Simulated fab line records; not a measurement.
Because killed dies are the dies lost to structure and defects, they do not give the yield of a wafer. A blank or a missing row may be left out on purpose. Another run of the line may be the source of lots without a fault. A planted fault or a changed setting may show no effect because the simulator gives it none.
fab line records	flow n5_finfet
record: lots: 10	wafers: 26	last_day: 16
route steps=1938 shown FIN_SAQP@121 FIN_CUT@175 STI_FIN_REVEAL@184 BEOL_M4@1111
lots that met no fault: from a run of the same line without faults
start_h: hours from the record's first day to the start of the lot's first wafer shown	wait_h: hours from the lot's prior step to this one	" the same as in the row above	L1.1+2: a row that stands for several wafers	- either no value or no given start	* or withheld: withheld	< > ~ a bound
route shown NAME@n: names a module that has steps shown in the file, with the first one's number in the route	usual: mean and standard deviation over wafers with no fault	same: alike in all rows	chamber/n: place in a boat	sites: each site's reading	_std_site: standard deviation of those values	_edge_site: inner sites' mean taken away from outer sites' mean	radius_mm: for every site, how far away it sits from the centre of the wafer	mask NAME#n: copy n	behind: the tool/chamber that last shaped the wafer	hold: why the lot went on hold/how many hours it stayed there/how the hold came to an end	device: transistor that didn't switch, given as n, p or np	end of line: tests of these same wafers at the route's end	for a step that has no rows: nothing shown but its recipe	killed: dies that structure and defects cost at the first sort, which is not the same as the wafer's yield	map: per-die view of a wafer (x killed, . not killed, _ where there is no die)
set.NAME: the setting as run; set.NAME@STEP: as run at that earlier step	model.NAME: the simulator's own value behind a step, which no gauge read
route steps across a sampled set of lots; one table per step, one row per wafer
services: when a tool's chamber went out of use (start_h, in hours from the record's first day, below 0 if earlier), for how many hours, and the reason
== steps ==
step: N5_FIN_SAQP_STRIP_55
recipe: chemistry: N2/H2	power_w: 500	temp_c: 40	pressure_mtorr: 50	rf_frequency_hz: 6e+07	overash_fraction: 0.3	bias_power_w: 28	h2_frac: 0.5	n2_flow_sccm: 300	h2_flow_sccm: 300
usual: drypump_motor_current_A: 5.7/0.55	oes_product_au: 0.78/0.07	rf_vpp_V: 121.9/1.3	showerhead_plenum_p_Torr: 3.36/0.12	temp_c: 40.00/0.11	throttle_valve_pct: 19.0/0.42
same: overash_fraction: 0.3
lot.wafer	tool	chamber	start_h	wait_h	drypump_motor_current_A	oes_product_au	rf_hours_counter_h	rf_vpp_V	showerhead_plenum_p_Torr	temp_c	throttle_valve_pct
L572.1	rie_diel-06	2	24.43	0.1	5.6	0.69	228	121.4	3.42	39.99	18.7
L572.2	"	1	"	"	5.6	0.77	127	122.1	3.10	40.04	18.6
L572.4	"	0	"	"	6.4	0.70	195	121.5	3.35	39.88	19.7
L573.1	rie_diel-04	3	30.25	0.1	4.9	0.78	105	120.1	3.26	39.93	19.1
L573.3	"	0	"	"	6.0	0.80	91	124.0	3.55	40.17	19.5
L573.4	"	2	"	"	4.9	0.75	155	121.0	3.49	39.80	18.6
L574.2	rie_diel-05	0	33.68	0.1	5.8	0.78	127	118.7	3.37	39.95	19.4
L574.3	"	1	"	"	6.2	0.78	143	120.4	3.22	39.86	18.8
L574.5	"	2	"	"	6.5	0.84	-	122.1	3.41	39.93	18.7
L576.1	rie_diel-05	0	46.17	0.2	5.8	0.78	131	121.9	3.37	40.19	19.4
L576.5	"	0	"	"	5.8	0.78	-	121.4	3.37	40.05	19.4
L576.6	"	3	"	"	5.4	0.81	-	122.7	3.35	40.14	18.4
L577.4	rie_diel-04	0	52.69	0.1	6.1	0.77	-	122.3	3.54	39.98	19.6
L578.3	rie_diel-05	3	60.18	0.1	5.4	0.79	125	123.7	3.34	40.00	18.4
L578.4	"	0	"	"	5.8	0.77	136	122.2	3.37	39.76	19.4
L578.5	"	3	"	"	5.4	0.79	-	121.8	3.34	40.14	18.4
L579.5	rie_diel-04	3	65.77	0.0	4.9	0.76	-	120.4	3.25	40.14	19.1
L583.2	rie_diel-04	3	88.27	0.1	4.9	0.76	126	121.2	3.24	39.97	19.1
L583.3	"	2	"	"	4.9	0.73	175	122.8	3.48	39.98	18.7
L583.4	"	1	"	"	5.8	0.95	8	123.2	3.43	39.94	19.2
L587.1	rie_diel-05	0	112.71	0.1	5.8	0.76	157	122.3	3.36	40.06	19.5
L587.3	"	2	"	"	6.5	0.82	103	122.2	3.39	39.95	18.8
L587.4	"	1	"	"	6.1	0.76	173	123.2	3.21	40.06	18.9
L591.3	rie_diel-05	1	137.64	0.1	6.1	0.74	183	122.1	3.20	39.95	18.9
L591.4	"	3	"	"	5.4	0.77	152	120.9	3.33	40.05	18.4
L591.5	"	1	"	"	6.1	0.74	-	121.6	3.20	39.91	18.9
step: N5_FIN_SAQP_STRIP_77
recipe: chemistry: N2/H2	time_s: 90	power_w: 100	temp_c: 40	pressure_mtorr: 100	rf_frequency_hz: 6e+07	bias_power_w: 3	n2_flow_sccm: 300	h2_flow_sccm: 300
usual: drypump_motor_current_A: 5.7/0.52	oes_product_au: 0.78/0.073	rf_vpp_V: 45.3/0.89	showerhead_plenum_p_Torr: 3.38/0.12	temp_c: 40.02/0.11	throttle_valve_pct: 12.32/0.2
lot.wafer	tool	chamber	start_h	wait_h	drypump_motor_current_A	oes_product_au	rf_hours_counter_h	rf_vpp_V	showerhead_plenum_p_Torr	temp_c	throttle_valve_pct
L572.1	rie_diel-06	2	28.53	0.0	5.6	0.70	230	46.3	3.44	39.99	12.30
L572.2	"	0	"	"	6.4	0.71	197	46.1	3.37	39.93	12.50
L572.4	"	1	"	"	5.7	0.77	129	45.9	3.11	40.00	12.17
L573.1	rie_diel-04	1	33.75	0.0	5.8	0.69	246	45.2	3.46	39.86	12.82
L573.3	"	2	"	"	4.9	0.75	157	45.2	3.51	40.19	12.21
L573.4	"	3	"	"	4.9	0.78	107	45.4	3.27	40.09	12.33
L574.2	rie_diel-04	3	37.99	0.0	4.9	0.77	108	45.4	3.27	40.01	12.33
L574.3	"	2	"	"	4.9	0.75	158	46.4	3.51	40.10	12.22
L574.5	"	3	"	"	4.9	0.77	-	45.8	3.27	40.10	12.33
L576.1	rie_diel-04	2	49.80	0.0	4.9	0.75	163	46.8	3.50	40.06	12.23
L576.5	"	3	"	"	4.9	0.77	-	44.6	3.27	40.01	12.35
L576.6	"	0	"	"	6.1	0.78	-	46.3	3.56	39.94	12.39
L577.4	rie_diel-06	0	56.20	0.0	6.5	0.70	206	43.9	3.36	39.98	12.52
L578.3	rie_diel-04	3	63.49	0.0	5.0	0.77	119	46.6	3.27	40.10	12.34
L578.4	"	1	"	"	5.8	0.98	1	45.6	3.45	39.83	12.16
L578.5	"	1	"	"	5.8	0.98	-	44.4	3.45	39.85	12.19
L579.5	rie_diel-06	0	69.44	0.0	6.5	0.69	-	44.8	3.36	39.99	12.53
L583.2	rie_diel-06	1	93.13	0.0	5.6	0.75	153	44.7	3.10	40.13	12.22
L583.3	"	0	"	"	6.4	0.69	218	45.1	3.35	39.97	12.54
L583.4	"	3	"	"	5.1	0.69	-	44.3	3.33	40.06	12.55
L587.1	rie_diel-04	1	116.05	0.0	5.8	0.91	17	46.1	3.44	39.98	12.22
L587.3	"	2	"	"	4.9	0.72	185	45.9	3.49	40.11	12.29
L587.4	"	3	"	"	4.9	0.76	135	45.6	3.26	39.96	12.39
L591.3	rie_diel-06	1	141.09	0.0	5.6	0.73	174	44.4	3.09	40.01	12.29
L591.4	"	3	"	"	5.1	0.97	-	44.2	3.32	39.96	11.94
L591.5	"	1	"	"	5.6	0.74	-	43.8	3.09	40.10	12.28
step: N5_FIN_CUT_PRECLEAN_35
recipe: time_s: 13.3	temp_c: 45	pressure_torr: 125	p_hf_torr: 3	p_coreactant_torr: 25	chemistry: vHF
usual: drypump_motor_current_A: 5.6/0.64	pressure_torr: 125.02/0.24	temp_c: 45.00/0.12	time_s: 13.3/0
lot.wafer	tool	chamber	start_h	wait_h	drypump_motor_current_A	pressure_torr	temp_c	time_s
L572.1	vapor_etch-01	1	30.07	0.0	6.6	125.06	44.96	13.3
L572.2	"	0	"	"	4.8	125.30	44.99	13.3
L572.4	"	0	"	"	4.8	125.33	45.09	13.3
L573.1	vapor_etch-02	1	35.49	0.0	6.0	125.35	45.21	13.3
L573.3	"	0	"	"	5.1	124.87	45.17	13.3
L573.4	"	1	"	"	6.0	125.10	45.03	13.3
L574.2	vapor_etch-02	1	39.41	0.0	6.0	125.04	44.87	13.3
L574.3	"	1	"	"	6.0	124.72	44.85	13.3
L574.5	"	0	"	"	5.1	124.93	45.06	13.3
L576.1	vapor_etch-02	0	52.09	0.0	5.1	125.19	45.14	10.622
L576.5	"	1	"	"	6.0	124.96	44.84	13.3
L576.6	"	0	"	"	5.2	124.63	45.03	10.622
L577.4	vapor_etch-02	0	58.43	0.1	5.1	125.12	45.15	10.622
L578.3	vapor_etch-02	1	64.92	0.1	6.0	124.95	45.08	13.3
L578.4	"	0	"	"	5.1	124.86	45.02	10.622
L578.5	"	0	"	"	5.1	125.20	44.80	10.622
L579.5	vapor_etch-02	0	70.85	0.1	5.1	124.82	45.16	10.622
L583.2	vapor_etch-01	0	94.55	0.0	4.8	124.76	45.06	13.3
L583.3	"	0	"	"	4.8	125.00	45.01	13.3
L583.4	"	1	"	"	6.6	124.59	44.83	13.3
L587.1	vapor_etch-01	0	117.80	0.0	4.8	124.92	44.92	13.3
L587.3	"	1	"	"	6.5	124.53	44.94	13.3
L587.4	"	0	"	"	4.8	124.79	44.89	13.3
L591.3	vapor_etch-01	0	142.53	0.1	4.8	124.84	44.95	13.3
L591.4	"	1	"	"	6.5	125.46	44.84	13.3
L591.5	"	0	"	"	4.8	124.76	44.94	13.3
step: N5_STI_FIN_REVEAL_ALD_14
recipe: material: Si3N4	target_thk_a: 30	temp_c: 400	ald_precursor_family: SiH2I2	ald_co_reactant: N2/H2-plasma	pressure_torr: 2
usual: heater_power_w: 821/82
lot.wafer	tool	chamber	start_h	wait_h	heater_power_w	since_wet_clean_h
L572.1	ald_sin-01	0	30.52	0.0	746	23
L572.2	"	2	"	"	717	23
L572.4	"	1	"	"	846	23
L573.1	ald_sin-03	3	37.11	0.0	744	135
L573.3	"	0	"	"	808	135
L573.4	"	2	"	"	951	135
L574.2	ald_sin-01	0	39.86	0.0	737	32
L574.3	"	1	"	"	841	32
L574.5	"	2	"	"	704	-
L576.1	ald_sin-01	1	52.68	0.0	821	45
L576.5	"	0	"	"	746	-
L576.6	"	1	"	"	855	-
L577.4	ald_sin-04	3	58.96	0.0	822	247
L578.3	ald_sin-01	1	65.40	0.0	850	58
L578.4	"	0	"	"	732	58
L578.5	"	2	"	"	731	-
L579.5	ald_sin-01	3	71.48	0.1	758	-
L583.2	ald_sin-04	1	96.11	0.0	878	284
L583.3	"	0	"	"	966	284
L583.4	"	2	"	"	859	284
L587.1	ald_sin-01	3	118.48	0.0	758	111
L587.3	"	1	"	"	851	111
L587.4	"	0	"	"	723	111
L591.3	ald_sin-01	2	143.09	0.0	738	135
L591.4	"	1	"	"	863	135
L591.5	"	0	"	"	752	-
step: N5_BEOL_M4_RC_MEAS_101
usual: DIBL_N: 35.9/1.9	DIBL_P: 35.8/2.4	IOFF_N: 0.15/0.031	IOFF_P: 0.21/0.037	ION_N: 672/13	ION_P: 462/8.3	SS_N: 71.5/0.72	SS_P: 73.2/0.67	VT_N: 250/3.4	VT_P: -250/3.4
lot.wafer	tool	chamber	start_h	wait_h	DIBL_N[mV/V]	DIBL_P[mV/V]	IOFF_N[nA/um]	IOFF_P[nA/um]	ION_N[uA/um]	ION_P[uA/um]	SS_N[mV/dec]	SS_P[mV/dec]	VT_N[mV]	VT_P[mV]
L572.1	prober-02	0	166.95	0.0	37.0	37.6	0.15	0.22	676	466	71.2	73.8	250	-250
L572.2	"	0	"	"	36.5	35.3	0.13	0.18	657	450	71.2	73.2	253	-253
L572.4	"	0	"	"	36.5	36.1	0.13	0.19	660	457	71.4	72.7	252	-251
L573.1	prober-01	0	176.60	0.0	36.6	36.7	0.16	0.23	671	469	71.6	73.5	250	-248
L573.3	"	0	"	"	34.4	35.1	0.12	0.21	640	456	70.6	73.6	257	-249
L573.4	"	0	"	"	35.2	36.2	0.14	0.23	667	472	70.9	73.5	253	-249
L574.2	prober-02	0	184.98	0.2	32.8	33.2	0.11	0.14	650	452	70.8	72.9	255	-258
L574.3	"	0	"	"	33.6	34.1	0.11	0.14	640	435	70.8	73.1	259	-259
L574.5	"	0	"	"	32.4	32.9	0.10	0.13	651	444	70.5	72.6	258	-258
L577.4	prober-01	0	203.58	0.5	31.7	31.5	0.10	0.14	651	448	71.0	72.5	256	-254
L579.5	prober-02	0	203.63	0.6	33.1	32.7	0.11	0.16	657	456	70.2	71.7	252	-254
L578.3	prober-02	0	204.25	0.6	35.1	36.0	0.15	0.20	675	460	71.0	73.3	249	-250
L578.4	"	0	"	"	37.4	37.4	0.18	0.23	683	466	71.9	74.1	248	-251
L578.5	"	0	"	"	38.2	37.8	0.18	0.24	668	467	73.1	73.8	248	-249
L576.1	prober-01	0	204.98	0.0	37.3	37.0	0.16	0.24	672	469	71.5	73.0	253	-246
L576.5	"	0	"	"	36.3	33.6	0.15	0.19	658	450	72.1	73.0	252	-252
L576.6	"	0	"	"	36.6	35.0	0.14	0.21	661	461	72.0	73.7	251	-251
L583.2	prober-02	0	244.59	0.2	37.5	36.0	0.17	0.22	689	475	71.7	72.8	248	-247
L583.3	"	0	"	"	36.8	35.3	0.16	0.21	670	464	71.8	72.9	248	-246
L583.4	"	0	"	"	39.8	39.6	0.23	0.31	699	482	72.4	73.8	243	-241
L587.1	prober-01	0	256.16	0.0	38.7	40.9	0.24	0.30	691	472	72.6	73.3	244	-245
L587.3	"	0	"	"	38.1	38.9	0.21	0.25	670	463	72.7	72.8	247	-244
L587.4	"	0	"	"	36.4	37.9	0.17	0.22	684	469	71.6	74.0	251	-247
L591.3	prober-01	0	276.05	0.3	36.3	34.0	0.16	0.20	682	465	71.4	73.8	250	-250
L591.4	"	0	"	"	33.1	30.0	0.10	0.14	656	453	71.2	72.4	254	-253
L591.5	"	0	"	"	34.3	32.4	0.12	0.17	669	461	70.8	72.6	252	-255
== services ==
tool	chamber	start_h	hours	kind
ald_sin-01	0	7.75	-	clean
ald_sin-01	1	7.75	-	clean
ald_sin-01	2	7.75	-	clean
ald_sin-01	3	7.75	-	clean
rie_diel-05	-	12.04	2.8	pm
rie_diel-04	-	19.21	10.4	repair
ald_sin-04	-	34.56	6.1	pm
ald_sin-04	0	44.63	1.3	repair
ald_sin-01	1	44.99	4.0	repair
rie_diel-04	1	45.42	-	clean
rie_diel-04	1	45.42	-	consumable_replace:focus_ring
rie_diel-04	1	45.42	15.9	scheduled_down
rie_diel-04	1	45.42	15.9	vent_cycle
ald_sin-04	-	55.42	0.8	repair
ald_sin-03	0	59.40	2.7	repair
rie_diel-05	3	71.28	7.9	repair
ald_sin-01	1	73.24	10.1	repair
rie_diel-04	-	74.60	3.1	repair
rie_diel-06	0	82.55	4.1	repair
rie_diel-06	2	88.38	-	clean
rie_diel-06	2	88.38	-	consumable_replace:focus_ring
rie_diel-05	1	93.73	1.5	repair
rie_diel-05	-	130.49	0.3	repair
ald_sin-04	1	141.33	2.9	repair
== key ==
first_sign: step: N5_FIN_CUT_PRECLEAN_35	reading: time_s	direction: down	sigmas: 99+	usual: *	struck: *
effect none on later readings
met_at N5_FIN_CUT_PRECLEAN_35
struck_lots L576,L577,L578,L579
struck_wafers L576.1,L576.6,L577.4,L578.4,L578.5,L579.5
rows_end L577.4,L579.5
not_acting_at N5_FIN_SAQP_STRIP_55,N5_FIN_SAQP_STRIP_77,N5_STI_FIN_REVEAL_ALD_14
onset_between 39.41 52.09
fault: kind: process_parameter_drift	tool: vapor_etch-02	chamber: 0	onset_h: 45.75	steps: N5_FIN_CUT_PRECLEAN_35	channel: time_s	offset: *	shape: step	stated: *
rows_end: these wafers met a further fault down the route, and their rows from its step on are left out
